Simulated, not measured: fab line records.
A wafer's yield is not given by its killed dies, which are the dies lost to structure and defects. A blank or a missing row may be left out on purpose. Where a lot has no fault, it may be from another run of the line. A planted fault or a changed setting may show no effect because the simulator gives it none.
fab line records	flow nand_harc
record: lots: 24	wafers: 72	last_day: 33
route steps=1302 shown P_GATE@207 P_CONTACT@249 P_M0@265 P_M2@336 P_BONDPAD@352
lots untouched by any fault: they come from a run of this same line in which no faults occurred
start_h: start of the lot's first displayed wafer, in hours after the record's first day	wait_h: time in hours since the lot's previous step	" repeats the value in the row above	L1.1+2: a row that stands for several wafers	- no value present, or no start provided	* or withheld: withheld	< > ~ a bound
route shown NAME@n: NAME is a module with steps in the file, n the number in the route of the first one	usual: the fault-free wafers' mean and standard deviation	same: alike in all rows	chamber/n: place in a boat	sites: the reading at each site	_std_site: how widely they spread, as a standard deviation	_edge_site: mean of outer sites minus mean of inner sites	radius_mm: for every site, how far away it sits from the centre of the wafer	mask NAME#n: copy n	behind: the tool/chamber that last shaped the wafer	hold: cause of the lot's hold/its duration in hours/its outcome	device: whichever transistor did not switch (one of n, p or np)	end of line: the tests these same wafers got at the end of their route	step lacking rows: just its recipe	killed: dies lost to structure and defects at the first sort, not the wafer's yield	map: the dies of a wafer, with x for killed, . for not killed, _ for no die there
set.NAME: setting as actually run; set.NAME@STEP: the setting as run at that earlier step	model.NAME: the simulator's own value behind a step, which no gauge read
route steps across a sampled set of lots; one table per step, one row per wafer
services: when a tool's chamber went out of use (start_h, in hours from the record's first day, below 0 if earlier), for how many hours, and the reason
== steps ==
step: NHARC_P_GATE_RTA_64
recipe: temp_c: 1050	time_s: 1
usual: lamp_power_pct: 34/3.1	lamp_zone_3_pct: 34/3.1	wafer_temp_C_max: 1056.5/1.8
lot.wafer	tool	chamber	start_h	wait_h	lamp_power_pct	lamp_zone_3_pct	wafer_temp_C_max
L074.2	rtp_anneal-01	0	117.10	-	37	37	1056.6
L074.3	"	0	"	"	37	37	1059.3
L074.4	"	0	"	"	37	37	1056.2
L075.2	rtp_anneal-01	0	123.04	-	37	37	1056.7
L075.3	"	0	"	"	37	37	1057.6
L075.5	"	0	"	"	37	37	1060.5
L076.1	rtp_anneal-01	0	131.49	-	37	37	1056.2
L076.5	"	0	"	"	37	37	1057.2
L076.6	"	0	"	"	37	37	1058.1
L078.2	rtp_anneal-02	0	156.07	-	31	30	1053.6
L078.4	"	0	"	"	31	31	1053.3
L078.5	"	0	"	"	31	30	1053.2
L077.1	rtp_anneal-01	0	156.58	-	37	37	1057.6
L077.5	"	0	"	"	37	37	1055.9
L077.6	"	0	"	"	37	37	1056.5
L079.2	rtp_anneal-01	0	171.06	-	37	37	1056.7
L079.4	"	0	"	"	37	37	1059.2
L079.5	"	0	"	"	37	37	1058.5
L080.3	rtp_anneal-01	0	172.13	-	37	37	1056.3
L080.4	"	0	"	"	37	37	1055.3
L080.6	"	0	"	"	37	37	1058.0
L081.4	rtp_anneal-02	0	193.73	-	31	31	1054.8
L081.5	"	0	"	"	31	31	1055.4
L081.6	"	0	"	"	31	31	1054.3
L082.1	rtp_anneal-02	0	198.70	-	30	30	1054.8
L082.4	"	0	"	"	31	31	1055.0
L082.5	"	0	"	"	31	31	1054.3
L083.1	rtp_anneal-01	0	213.15	-	37	37	1056.5
L083.2	"	0	"	"	37	37	1058.6
L083.6	"	0	"	"	37	37	1057.4
L084.2	rtp_anneal-02	0	214.37	-	30	31	1053.1
L084.3	"	0	"	"	30	31	1054.9
L084.4	"	0	"	"	31	30	1054.4
L086.1	rtp_anneal-01	0	228.51	-	37	37	1060.0
L086.2	"	0	"	"	37	37	1057.3
L086.5	"	0	"	"	37	37	1056.7
L085.1	rtp_anneal-02	0	228.92	-	31	31	1054.3
L085.4	"	0	"	"	31	30	1056.7
L085.5	"	0	"	"	31	31	1054.3
L087.1	rtp_anneal-01	0	239.32	-	37	37	1059.6
L087.2	"	0	"	"	37	37	1055.7
L087.3	"	0	"	"	37	37	1055.8
L088.1	rtp_anneal-01	0	263.60	-	37	37	1057.6
L088.3	"	0	"	"	37	37	1056.3
L088.4	"	0	"	"	37	37	1057.9
L089.1	rtp_anneal-01	0	267.85	-	37	37	1055.3
L089.2	"	0	"	"	37	37	1058.4
L089.3	"	0	"	"	37	37	1058.4
L090.1	rtp_anneal-02	0	270.98	-	31	31	1055.6
L090.3	"	0	"	"	30	31	1055.0
L090.4	"	0	"	"	31	30	1054.5
L091.1	rtp_anneal-01	0	291.03	-	37	37	1057.6
L091.3	"	0	"	"	37	37	1057.0
L091.5	"	0	"	"	37	37	1058.8
L092.1	rtp_anneal-02	0	295.25	-	30	31	1054.6
L092.2	"	0	"	"	30	30	1053.3
L092.4	"	0	"	"	30	31	1053.9
L093.1	rtp_anneal-02	0	301.96	-	30	31	1054.7
L093.3	"	0	"	"	31	30	1056.6
L093.5	"	0	"	"	30	31	1055.7
L094.1	rtp_anneal-01	0	319.09	-	37	37	1058.9
L094.4	"	0	"	"	37	37	1056.5
L094.5	"	0	"	"	37	37	1057.6
L095.1	rtp_anneal-02	0	321.67	-	30	31	1056.5
L095.3	"	0	"	"	31	30	1054.9
L095.4	"	0	"	"	31	31	1056.1
L096.1	rtp_anneal-01	0	333.93	-	37	37	1058.2
L096.2	"	0	"	"	37	37	1056.9
L096.3	"	0	"	"	37	37	1058.3
L097.1	rtp_anneal-01	0	341.02	-	37	37	1059.6
L097.5	"	0	"	"	37	37	1056.8
L097.6	"	0	"	"	37	37	1058.3
step: NHARC_P_CONTACT_CMP_24
recipe: t_overpolish_s: 30	target_thk_nm: 200
usual: motor_current_A: 11.7/1.2	overpolish_run_s: 30.001/0.0082	time_to_endpoint_s: 41/3.6
lot.wafer	tool	chamber	start_h	wait_h	motor_current_A	overpolish_run_s	time_to_endpoint_s
L074.3	cmp-02	3	123.16	0.3	9.6	30.002	39
L074.4	"	0	"	"	10.0	30.006	44
L074.2	"	2	"	"	11.6	29.990	45
L075.3	cmp-02	0	129.10	0.3	9.5	30.005	40
L075.2	"	1	"	"	13.2	30.008	45
L075.5	"	1	"	"	13.8	30.007	45
L076.1	cmp-04	1	137.23	0.5	12.4	29.996	38
L076.6	"	0	"	"	11.8	29.985	41
L076.5	"	1	"	"	11.9	29.997	40
L078.2	cmp-01	3	161.67	0.6	11.5	30.017	38
L078.4	"	1	"	"	14.5	30.015	42
L078.5	"	2	"	"	11.7	29.994	37
L077.1	cmp-04	1	162.37	0.5	12.2	29.995	38
L077.6	"	3	"	"	10.3	29.995	32
L077.5	"	0	"	"	11.9	30.001	41
L079.4	cmp-02	1	176.78	0.4	13.8	29.999	39
L079.2	"	2	"	"	11.9	30.008	41
L079.5	"	0	"	"	9.6	29.987	39
L080.3	cmp-02	3	177.69	0.3	10.9	29.988	38
L080.4	"	0	"	"	10.0	30.001	38
L080.6	"	3	"	"	9.6	29.992	39
L081.4	cmp-02	2	199.64	0.4	12.4	30.013	41
L081.5	"	2	"	"	12.3	30.006	40
L081.6	"	3	"	"	9.9	30.001	35
L082.4	cmp-04	0	204.67	0.4	12.4	30.008	41
L082.1	"	1	"	"	12.6	30.006	39
L082.5	"	0	"	"	12.1	30.006	42
L083.1	cmp-02	3	219.04	0.6	10.5	29.999	36
L083.2	"	0	"	"	9.9	29.995	40
L083.6	"	2	"	"	12.3	29.998	40
L084.2	cmp-04	1	220.22	0.6	12.1	30.013	44
L084.3	"	2	"	"	12.8	29.999	45
L084.4	"	0	"	"	12.2	30.002	45
L086.1	cmp-01	3	234.51	0.6	11.0	30.000	38
L086.2	"	2	"	"	12.4	29.998	40
L086.5	"	0	"	"	11.8	29.997	42
L085.4	cmp-04	0	235.88	0.4	12.3	30.005	44
L085.1	"	2	"	"	12.5	30.013	45
L085.5	"	0	"	"	11.8	30.000	44
L087.2	cmp-01	2	245.04	0.6	12.2	30.015	35
L087.3	"	3	"	"	11.1	29.996	36
L087.1	"	0	"	"	11.3	29.995	41
L088.4	cmp-02	0	269.77	0.5	9.9	29.996	39
L088.1	"	1	"	"	13.6	29.992	43
L088.3	"	2	"	"	12.4	30.004	43
L089.3	cmp-04	1	274.65	0.7	11.8	29.987	43
L089.2	"	2	"	"	12.7	29.994	49
L089.1	"	3	"	"	9.8	29.985	39
L090.1	cmp-02	2	277.37	1.0	12.5	30.002	45
L090.3	"	3	"	"	9.7	30.002	42
L090.4	"	1	"	"	13.0	29.983	44
L091.1	cmp-01	2	296.78	0.6	12.5	30.001	36
L091.3	"	0	"	"	12.3	30.006	41
L091.5	"	3	"	"	12.0	30.023	35
L092.1	cmp-04	3	300.99	0.5	10.5	30.006	38
L092.2	"	0	"	"	11.9	30.005	46
L092.4	"	1	"	"	12.6	30.005	41
L093.3	cmp-02	1	307.60	0.4	13.7	29.997	42
L093.1	"	0	"	"	9.5	29.997	41
L093.5	"	2	"	"	12.1	29.991	43
L094.1	cmp-04	3	324.99	0.5	10.5	30.012	35
L094.4	"	2	"	"	12.0	29.990	43
L094.5	"	0	"	"	12.1	29.994	43
L095.4	cmp-04	1	327.76	0.3	12.6	30.010	43
L095.3	"	2	"	"	12.5	30.006	47
L095.1	"	0	"	"	11.8	30.000	44
L096.3	cmp-01	1	339.93	0.4	13.6	30.014	40
L096.1	"	2	"	"	12.7	29.995	36
L096.2	"	3	"	"	11.0	30.006	36
L097.1	cmp-04	0	346.94	0.6	11.5	29.999	42
L097.6	"	1	"	"	11.7	29.987	41
L097.5	"	2	"	"	12.6	29.987	44
step: NHARC_P_M0_INSPECT_11
usual: raw_defect_count: 4.6/2.6
lot.wafer	tool	chamber	start_h	wait_h	raw_defect_count
L074.2	defect_inspect-02	-	124.59	0.0	6
L074.3	"	-	"	"	4
L074.4	"	-	"	"	5
L075.2	defect_inspect-01	-	130.40	0.0	2
L075.3	"	-	"	"	5
L075.5	"	-	"	"	2
L076.1	defect_inspect-02	-	138.63	0.0	2
L076.5	"	-	"	"	5
L076.6	"	-	"	"	9
L078.2	defect_inspect-02	-	163.07	0.0	9
L078.4	"	-	"	"	3
L078.5	"	-	"	"	3
L077.1	defect_inspect-01	-	163.75	0.0	6
L077.5	"	-	"	"	3
L077.6	"	-	"	"	3
L079.2	defect_inspect-02	-	178.07	0.0	6
L079.4	"	-	"	"	2
L079.5	"	-	"	"	6
L080.3	defect_inspect-02	-	179.12	0.0	4
L080.4	"	-	"	"	4
L080.6	"	-	"	"	6
L081.4	defect_inspect-02	-	200.95	0.0	3
L081.5	"	-	"	"	4
L081.6	"	-	"	"	3
L082.1	defect_inspect-01	-	205.98	0.0	5
L082.4	"	-	"	"	6
L082.5	"	-	"	"	1
L083.1	defect_inspect-02	-	220.44	0.0	8
L083.2	"	-	"	"	3
L083.6	"	-	"	"	13
L084.2	defect_inspect-02	-	221.53	0.0	1
L084.3	"	-	"	"	4
L084.4	"	-	"	"	4
L086.1	defect_inspect-01	-	235.93	0.0	2
L086.2	"	-	"	"	3
L086.5	"	-	"	"	3
L085.1	defect_inspect-02	-	237.30	0.0	4
L085.4	"	-	"	"	5
L085.5	"	-	"	"	0
L087.1	defect_inspect-01	-	246.34	0.0	6
L087.2	"	-	"	"	5
L087.3	"	-	"	"	4
L088.1	defect_inspect-01	-	271.29	0.0	3
L088.3	"	-	"	"	5
L088.4	"	-	"	"	4
L089.1	defect_inspect-01	-	276.14	0.0	3
L089.2	"	-	"	"	5
L089.3	"	-	"	"	4
L090.1	defect_inspect-01	-	278.79	0.0	4
L090.3	"	-	"	"	7
L090.4	"	-	"	"	6
L091.1	defect_inspect-02	-	298.21	0.0	5
L091.3	"	-	"	"	4
L091.5	"	-	"	"	10
L092.1	defect_inspect-02	-	302.39	0.0	3
L092.2	"	-	"	"	1
L092.4	"	-	"	"	3
L093.1	defect_inspect-01	-	308.91	0.0	3
L093.3	"	-	"	"	4
L093.5	"	-	"	"	2
L094.1	defect_inspect-01	-	329.21	0.0	6
L094.4	"	-	"	"	4
L094.5	"	-	"	"	3
L095.1	defect_inspect-02	-	329.24	0.0	6
L095.3	"	-	"	"	7
L095.4	"	-	"	"	4
L096.1	defect_inspect-02	-	341.33	0.0	6
L096.2	"	-	"	"	2
L096.3	"	-	"	"	13
L097.1	defect_inspect-02	-	348.32	0.0	3
L097.5	"	-	"	"	4
L097.6	"	-	"	"	0
step: NHARC_P_M2_ETCH_28
recipe: target_depth_a: 300	over_etch_frac: 0.3	time_s: 72.99	ion_energy_ev: 150	cf4_flow_sccm: 50	n2_flow_sccm: 100	ar_flow_sccm: 150	rf_w: 300	bias_w: 100	chemistry: CF4/N2
usual: drypump_motor_current_A: 5.64/0.26	mfc_ar_sccm: 150.0/0.44	oes_product_au: 1.002/0.013	rf_vpp_V: 314.3/1.9	showerhead_plenum_p_Torr: 2.64/0.091	throttle_valve_pct: 19.795/0.0088
lot.wafer	tool	chamber	start_h	wait_h	drypump_motor_current_A	mfc_ar_sccm	oes_product_au	rf_hours_counter_h	rf_vpp_V	showerhead_plenum_p_Torr	throttle_valve_pct
L074.3	rie_diel-10	0	-	-	5.89	150.5	1.015	2.6	316.1	2.67	19.806
L074.4	"	1	"	"	5.41	149.8	1.013	2.9	312.0	2.47	19.794
L074.2	"	2	"	"	5.53	149.3	1.007	2.8	311.8	2.59	19.797
L075.2	rie_diel-10	0	-	-	5.89	150.3	1.001	2.7	314.1	2.67	19.788
L075.3	"	1	"	"	5.42	150.1	1.002	3.0	310.8	2.47	19.800
L075.5	"	0	"	"	5.90	150.5	1.017	-	315.0	2.67	19.799
L076.1	rie_diel-11	1	-	-	4.97	149.7	1.001	2.4	312.4	2.58	19.802
L076.6	"	3	"	"	5.46	150.6	1.018	-	314.0	2.68	19.803
L076.5	"	0	"	"	5.68	149.6	0.978	-	317.6	2.76	19.798
L078.2	rie_diel-10	0	-	-	5.86	148.8	1.017	4.4	313.4	2.67	19.794
L078.4	"	2	"	"	5.53	149.5	0.991	4.9	314.1	2.59	19.788
L078.5	"	3	"	"	5.91	149.7	1.020	-	316.5	2.71	19.808
L077.1	rie_diel-08	0	-	-	5.73	150.3	1.002	7.5	315.9	2.71	19.785
L077.5	"	2	"	"	5.83	149.7	0.990	-	316.3	2.67	19.789
L077.6	"	3	"	"	5.71	149.6	1.002	-	310.7	2.47	19.808
L079.2	rie_diel-08	2	-	-	5.83	149.6	0.989	8.8	313.9	2.67	19.814
L079.4	"	3	"	"	5.68	151.0	1.000	8.4	311.7	2.47	19.792
L079.5	"	3	"	"	5.67	150.4	0.996	-	311.8	2.47	19.805
L080.3	rie_diel-11	0	-	-	5.69	150.4	0.995	5.7	315.6	2.76	19.792
L080.4	"	2	"	"	5.44	150.3	0.984	6.3	315.3	2.75	19.787
L080.6	"	0	"	"	5.70	150.0	0.991	-	314.9	2.76	19.801
L081.4	rie_diel-10	0	-	-	5.89	150.3	1.006	-	315.6	2.67	19.792
L081.6	"	1	"	"	5.39	149.5	0.998	-	311.0	2.47	19.794
L081.5	"	2	"	"	5.51	150.6	0.994	-	312.7	2.59	19.799
L082.4	rie_diel-08	2	-	-	5.82	149.7	0.996	1.2	314.4	2.67	19.798
L082.1	"	3	"	"	5.69	149.9	0.982	0.7	310.8	2.47	19.788
L082.5	"	0	"	"	5.72	150.3	0.975	-	316.1	2.71	19.796
L083.2	rie_diel-08	2	-	-	5.82	149.3	1.013	1.9	315.5	2.67	19.811
L083.1	"	0	"	"	5.71	149.7	0.980	1.1	315.3	2.71	19.804
L083.6	"	1	"	"	5.99	149.6	1.015	-	311.0	2.57	19.791
L084.2	rie_diel-10	2	-	-	5.51	149.9	0.984	8.5	313.8	2.59	19.795
L084.3	"	3	"	"	5.91	149.9	1.015	6.1	315.9	2.71	19.791
L084.4	"	1	"	"	5.45	149.6	0.991	8.1	311.0	2.46	19.800
L086.1	rie_diel-11	0	-	-	5.69	150.0	0.984	7.9	315.9	2.76	19.788
L086.2	"	2	"	"	5.45	149.8	0.995	8.9	314.9	2.75	19.795
L086.5	"	1	"	"	4.97	151.0	0.997	-	313.3	2.58	19.802
L085.4	rie_diel-11	0	-	-	5.68	150.7	0.986	8.0	316.4	2.76	19.789
L085.1	"	1	"	"	4.96	150.2	1.002	8.3	314.3	2.58	19.801
L085.5	"	2	"	"	5.45	150.0	0.992	-	314.3	2.75	19.796
L087.3	rie_diel-11	3	-	-	5.43	150.0	1.023	8.8	315.9	2.67	19.786
L087.2	"	1	"	"	4.95	149.7	1.011	8.5	313.5	2.58	19.807
L087.1	"	2	"	"	5.45	150.2	0.996	9.1	315.5	2.75	19.798
L088.3	rie_diel-08	0	-	-	5.71	150.1	1.001	3.3	315.6	2.71	19.788
L088.1	"	1	"	"	5.95	150.0	1.012	3.8	314.1	2.57	19.793
L088.4	"	2	"	"	5.82	150.1	1.011	4.0	315.5	2.67	19.801
L089.2	rie_diel-08	3	-	-	5.64	149.8	0.981	3.4	311.2	2.47	19.799
L089.3	"	0	"	"	5.74	150.3	0.979	3.5	317.9	2.71	19.793
L089.1	"	1	"	"	5.94	149.7	1.007	4.0	312.9	2.57	19.799
L090.3	rie_diel-08	1	-	-	5.97	150.3	1.023	4.2	313.3	2.57	19.803
L090.4	"	3	"	"	5.67	149.9	0.984	3.6	309.8	2.47	19.794
L090.1	"	0	"	"	5.69	150.0	0.999	3.6	314.7	2.71	19.811
L091.1	rie_diel-10	2	-	-	5.52	150.4	1.002	2.1	312.8	2.59	19.808
L091.3	"	0	"	"	5.90	150.7	1.007	1.7	314.2	2.67	19.781
L091.5	"	3	"	"	5.92	150.5	0.999	-	316.7	2.71	19.794
L092.1	rie_diel-11	2	-	-	5.44	149.3	1.012	2.8	315.4	2.74	19.783
L092.2	"	0	"	"	5.71	149.9	0.998	2.3	315.2	2.76	19.799
L092.4	"	1	"	"	4.96	151.0	1.008	2.8	312.4	2.57	19.779
L093.3	rie_diel-10	1	-	-	5.40	149.4	0.994	2.3	311.2	2.46	19.788
L093.1	"	3	"	"	5.92	149.4	0.988	2.2	315.3	2.71	19.800
L093.5	"	2	"	"	5.52	149.7	1.007	-	313.4	2.59	19.790
L094.1	rie_diel-10	2	-	-	5.52	150.5	0.999	3.7	314.0	2.59	19.791
L094.4	"	3	"	"	5.92	149.8	0.994	-	316.0	2.71	19.804
L094.5	"	2	"	"	5.52	149.5	0.999	-	313.7	2.59	19.784
L095.1	rie_diel-11	1	-	-	4.97	149.9	1.001	5.2	312.4	2.57	19.806
L095.4	"	2	"	"	5.44	149.6	1.016	4.8	316.3	2.74	19.786
L095.3	"	0	"	"	5.71	150.1	0.987	4.6	315.1	2.75	19.778
L096.1	rie_diel-11	1	-	-	4.97	150.1	0.991	6.1	311.4	2.57	19.787
L096.2	"	2	"	"	5.45	149.6	1.001	5.6	317.7	2.74	19.801
L096.3	"	3	"	"	5.49	149.2	1.019	5.4	315.0	2.67	19.793
L097.1	rie_diel-08	0	-	-	5.72	149.4	0.998	6.4	316.8	2.71	19.789
L097.5	"	3	"	"	5.68	150.3	1.001	-	312.6	2.47	19.779
L097.6	"	0	"	"	5.69	150.0	0.998	-	315.0	2.71	19.799
step: NHARC_P_M2_PRE_CLEAN_32
recipe: time_s: 12	temp_c: 370	rf_power_w: 300	gas: NH3
usual: heater_power_w: 600/77
lot.wafer	tool	chamber	start_h	wait_h	heater_power_w
L074.3	pecvd-03	1	135.50	0.1	564
L074.2	"	2	"	"	638
L074.4	"	1	"	"	559
L075.3	pecvd-04	0	142.01	0.7	655
L075.2	"	1	"	"	659
L075.5	"	1	"	"	647
L076.1	pecvd-01	0	149.96	0.1	739
L076.5	"	1	"	"	667
L076.6	"	2	"	"	565
L078.2	pecvd-03	1	174.59	0.1	574
L078.4	"	1	"	"	555
L078.5	"	2	"	"	706
L077.1	pecvd-01	1	174.93	0.1	643
L077.5	"	0	"	"	645
L077.6	"	1	"	"	655
L079.2	pecvd-01	2	190.01	0.1	654
L079.5	"	0	"	"	702
L079.4	"	1	"	"	546
L080.3	pecvd-04	1	190.26	0.1	629
L080.6	"	2	"	"	456
L080.4	"	0	"	"	637
L081.5	pecvd-03	0	212.04	0.1	551
L081.6	"	1	"	"	570
L081.4	"	2	"	"	654
L082.1	pecvd-03	1	217.00	0.1	578
L082.5	"	2	"	"	678
L082.4	"	0	"	"	575
L083.2	pecvd-03	1	231.43	0.1	527
L083.1	"	0	"	"	619
L083.6	"	2	"	"	622
L084.2	pecvd-01	1	232.54	0.1	624
L084.4	"	2	"	"	577
L084.3	"	1	"	"	631
L086.1	pecvd-04	2	247.57	0.1	469
L086.2	"	0	"	"	560
L086.5	"	0	"	"	563
L085.1	pecvd-04	2	248.19	0.1	491
L085.5	"	2	"	"	495
L085.4	"	0	"	"	670
L087.3	pecvd-03	1	257.40	0.1	502
L087.1	"	2	"	"	641
L087.2	"	0	"	"	524
L088.1	pecvd-04	2	282.16	0.1	408
L088.3	"	0	"	"	629
L088.4	"	1	"	"	566
L089.3	pecvd-03	1	287.12	0.1	510
L089.2	"	2	"	"	705
L089.1	"	0	"	"	594
L090.3	pecvd-01	2	289.75	0.2	639
L090.1	"	1	"	"	612
L090.4	"	2	"	"	645
L091.3	pecvd-04	2	309.47	0.1	488
L091.1	"	1	"	"	590
L091.5	"	2	"	"	497
L092.2	pecvd-03	1	313.26	0.1	506
L092.1	"	2	"	"	701
L092.4	"	2	"	"	703
L093.3	pecvd-04	2	319.91	0.1	400
L093.1	"	0	"	"	638
L093.5	"	2	"	"	395
L094.1	pecvd-03	1	340.89	0.1	545
L094.5	"	2	"	"	715
L094.4	"	0	"	"	624
L095.1	pecvd-01	1	341.17	0.1	616
L095.4	"	0	"	"	700
L095.3	"	1	"	"	604
L096.2	pecvd-04	0	353.52	0.1	568
L096.1	"	1	"	"	615
L096.3	"	2	"	"	411
L097.1	pecvd-03	1	359.05	0.1	537
L097.5	"	2	"	"	624
L097.6	"	0	"	"	633
step: NHARC_P_BONDPAD_CMP_32
recipe: target_thk_nm: 200	material: SiCN
usual: motor_current_A: 11.9/1.2
lot.wafer	tool	chamber	start_h	wait_h	motor_current_A
L074.2	cmp-04	0	136.39	-	11.9
L074.3	"	1	"	"	12.4
L074.4	"	3	"	"	9.9
L075.2	cmp-01	3	143.10	0.4	10.9
L075.3	"	2	"	"	12.6
L075.5	"	3	"	"	11.8
L076.1	cmp-04	0	150.88	-	12.3
L076.6	"	2	"	"	12.6
L076.5	"	3	"	"	11.0
L078.2	cmp-02	2	175.49	-	11.8
L078.4	"	3	"	"	10.3
L078.5	"	1	"	"	13.7
L077.1	cmp-02	2	175.79	-	11.7
L077.5	"	2	"	"	12.1
L077.6	"	3	"	"	9.7
L079.2	cmp-04	0	190.98	-	11.7
L079.4	"	3	"	"	10.6
L079.5	"	0	"	"	11.8
L080.3	cmp-02	1	191.15	-	13.7
L080.4	"	3	"	"	10.7
L080.6	"	0	"	"	9.9
L081.4	cmp-02	2	212.93	-	11.8
L081.6	"	1	"	"	13.6
L081.5	"	2	"	"	12.4
L082.4	cmp-04	0	217.88	-	12.4
L082.1	"	1	"	"	11.7
L082.5	"	1	"	"	12.5
L083.2	cmp-04	0	232.33	-	12.3
L083.1	"	3	"	"	10.9
L083.6	"	1	"	"	11.8
L084.2	cmp-01	3	233.61	-	11.5
L084.3	"	0	"	"	11.9
L084.4	"	1	"	"	14.2
L086.2	cmp-02	3	248.50	-	10.1
L086.1	"	0	"	"	10.1
L086.5	"	2	"	"	12.1
L085.1	cmp-02	1	249.14	-	12.6
L085.4	"	2	"	"	11.8
L085.5	"	1	"	"	12.7
L087.3	cmp-02	3	258.31	-	10.1
L087.1	"	0	"	"	10.0
L087.2	"	1	"	"	13.1
L088.3	cmp-04	0	283.05	-	12.8
L088.4	"	1	"	"	12.3
L088.1	"	2	"	"	12.7
L089.2	cmp-01	1	288.02	-	13.4
L089.1	"	2	"	"	12.1
L089.3	"	3	"	"	11.9
L090.1	cmp-02	1	290.65	-	14.2
L090.3	"	2	"	"	12.4
L090.4	"	3	"	"	10.7
L091.3	cmp-02	1	310.39	-	13.1
L091.1	"	2	"	"	12.3
L091.5	"	0	"	"	10.2
L092.4	cmp-01	3	314.16	-	11.0
L092.2	"	1	"	"	13.4
L092.1	"	2	"	"	12.1
L093.1	cmp-01	3	320.87	-	11.3
L093.3	"	0	"	"	11.6
L093.5	"	2	"	"	13.1
L094.1	cmp-01	2	341.74	-	12.1
L094.4	"	3	"	"	11.3
L094.5	"	2	"	"	12.5
L095.3	cmp-01	3	342.25	-	11.5
L095.4	"	1	"	"	13.7
L095.1	"	2	"	"	12.1
L096.3	cmp-01	1	354.42	-	13.9
L096.2	"	2	"	"	12.7
L096.1	"	0	"	"	12.5
L097.1	cmp-01	0	359.97	-	11.5
L097.6	"	3	"	"	11.3
L097.5	"	0	"	"	12.1
== services ==
tool	chamber	start_h	hours	kind
cmp-04	-	111.12	4.0	pm
cmp-01	-	124.49	0.5	repair
cmp-04	-	134.02	1.5	repair
cmp-02	-	134.50	4.0	pm
cmp-01	-	138.36	0.6	repair
cmp-04	-	138.64	1.6	repair
cmp-04	-	143.41	1.1	repair
cmp-01	-	145.63	2.4	repair
cmp-01	-	159.68	0.4	repair
cmp-04	-	161.02	1.1	repair
cmp-01	-	172.33	6.8	repair
cmp-02	-	174.41	0.9	repair
cmp-01	-	185.70	4.0	pm
cmp-04	-	209.12	4.0	pm
cmp-01	-	225.29	0.4	repair
cmp-02	-	232.50	4.0	pm
cmp-04	-	240.05	2.2	repair
cmp-02	-	263.58	5.7	repair
cmp-02	-	279.24	1.3	repair
cmp-04	-	290.25	2.0	repair
cmp-04	-	307.12	4.0	pm
cmp-02	-	318.46	3.8	repair
cmp-02	-	330.50	4.0	pm
cmp-02	-	359.17	0.8	repair
== key ==
fault none
